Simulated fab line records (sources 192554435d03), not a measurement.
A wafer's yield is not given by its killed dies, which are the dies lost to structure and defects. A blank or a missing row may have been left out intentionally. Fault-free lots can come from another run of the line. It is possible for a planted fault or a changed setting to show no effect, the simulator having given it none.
A lot that was struck, set against a sound lot :: flow n5-finfet :: 29 steps out of a route of 1938
Sound: the wafers L151.4, L151.5, L151.6. Wafers struck: L169.2, L169.6. Last of all comes the cause.
At each step with rows: each side's tool, then ch and its chambers, then its first start. Under that, the readings that differ: sound wafers :: struck wafers :: difference of the means :: sigmas: that difference in standard deviations of wafers without a fault.
alike: same words and numbers on both sides, and readings whose means sit less than 2 such deviations apart. not compared: any withheld reading, any reading some wafer has no value for, any bound like >300 that may hide the same value, and any number with overlapping values for which the record gives no deviation.
Wherever a step has rows on one side only, a row that says differs or no value, or a row with sigmas, the two part there. When numbers do not overlap yet have no deviation, they are printed without sigmas and do not part them. A reading that every wafer of one side lacks parts them only if that side has two wafers or more.

first, 10 steps without rows for these wafers: N5_WELL_APT_DESCUM_30 (chemistry O2, time 7.9 s); N5_WELL_APT_IMPLANT_31; N5_WELL_APT_IMPLANT_32; N5_WELL_APT_STRIP_33 (strips in SPM, time 900 s); N5_WELL_APT_RTA_34 (time 10 s); N5_WELL_APT_OXIDE_STRIP_42 (strips SiO2 in dHF, time 45 s, target depth 12 nm); N5_WELL_APT_PRECLEAN_36 (cleans in O3/DIW, time 45 s); N5_WELL_APT_PRECLEAN_39 (cleans in dHF, time 60 s); N5_WELL_APT_SRD_37 (time 30 s); N5_WELL_APT_EPI_41 (deposits Si from SiH4/H2, target thk 50 nm, time 297.7 s).
N5_PMOS_HMC_CHANNEL_EPI_HM_DEP_34: deposits SiO2 from TEOS/O2, target thk 36 nm, time 6.9 s.
  sound on pecvd-01 ch 0,1,2, day 1 17:32; struck on pecvd-01 ch 2, day 6 04:59
reading: model.SiO2_of_PMOS_HMC_CHANNEL_EPI_HM_DEP_34.thk-nm (nm)
sound: 36.04 36.21 36.91
struck: 13.37 13.97
difference: -22.72
sigmas: 
  alike: heater-power-w, showerhead-plenum-p-Torr, throttle-valve-pct
then, 15 steps without rows for these wafers: N5_PMOS_HMC_CHANNEL_EPI_COAT_31 (time 60 s, resist thk 66 nm); N5_PMOS_HMC_CHANNEL_EPI_COAT_03 (resist thk 205 nm); N5_PMOS_HMC_CHANNEL_EPI_EBR_05; N5_PMOS_HMC_CHANNEL_EPI_SOFTBAKE_04 (time 60 s); N5_PMOS_HMC_CHANNEL_EPI_EXPOSE_06 (exposes mask PMOS HMC BLK, target cd 240 nm); N5_PMOS_HMC_CHANNEL_EPI_PEB_07 (peb time 60 s); N5_PMOS_HMC_CHANNEL_EPI_DEVELOP_08 (develop time 30 s); N5_PMOS_HMC_CHANNEL_EPI_DESCUM_14 (chemistry O2, time 7.9 s); N5_PMOS_HMC_CHANNEL_EPI_ETCH_32 (etches BARC in N2/H2, stops on SiO2, target depth 85.8 nm, time 50.3 s); N5_PMOS_HMC_CHANNEL_EPI_HM_OPEN_15 (chemistry CHF3/O2, target SiO2, target depth 40.6 nm, time 20.3 s); N5_PMOS_HMC_CHANNEL_EPI_STRIP_33 (strips in N2/H2); N5_PMOS_HMC_CHANNEL_EPI_STRIP_17 (strips in SPM, time 750 s); N5_PMOS_HMC_CHANNEL_EPI_ETCH_38 (etches SiO2 in CF4, target depth 1.5 nm); N5_PMOS_HMC_CHANNEL_EPI_FIN_RECESS_16 (chemistry HBr/Cl2, target Si, target depth 54 nm, time 18 s); N5_PMOS_HMC_CHANNEL_EPI_PRECLEAN_36 (cleans in O3/DIW, time 45 s).
N5_PMOS_HMC_CHANNEL_EPI_PRECLEAN_18: cleans in DHF, time 30 s.
  sound on wet-bench-02 ch 2,4,7, day 1 18:40; struck on wet-bench-04 ch 2,7, day 6 05:56
reading: model.SiO2_of_PMOS_HMC_CHANNEL_EPI_HM_DEP_34.thk-nm (nm)
sound: 24.68 24.99 25.53
struck: 3.143 3.338
difference: -21.826
sigmas: 
  alike: temp-c
then, 1 step without rows for these wafers: N5_PMOS_HMC_CHANNEL_EPI_SRD_19 (time 30 s).
-- record jumps: 7 days separate the struck wafers' starts on either side; left off in module PMOS_HMC_CHANNEL_EPI, taken up again in module BEOL_M4, whose first shown step is the route's number 1111 --
N5_BEOL_M4_RC_MEAS_101:
  sound on prober-02 ch 0, day 8 13:20; struck on prober-02 ch 0, day 13 14:23
reading: SS_N (mV/dec)
sound: 70.1 70.7 70.4
struck: 71.4 72.1
difference: +1.3
sigmas: +3
  alike: DIBL_N, DIBL_P, IOFF_N, IOFF_P, ION_N, ION_P, SS_P, VT_N, VT_P

== WHERE THEY PART ==
Only at N5_BEOL_M4_RC_MEAS_101, as far as this record shows.

WHY: whatever the simulator had introduced
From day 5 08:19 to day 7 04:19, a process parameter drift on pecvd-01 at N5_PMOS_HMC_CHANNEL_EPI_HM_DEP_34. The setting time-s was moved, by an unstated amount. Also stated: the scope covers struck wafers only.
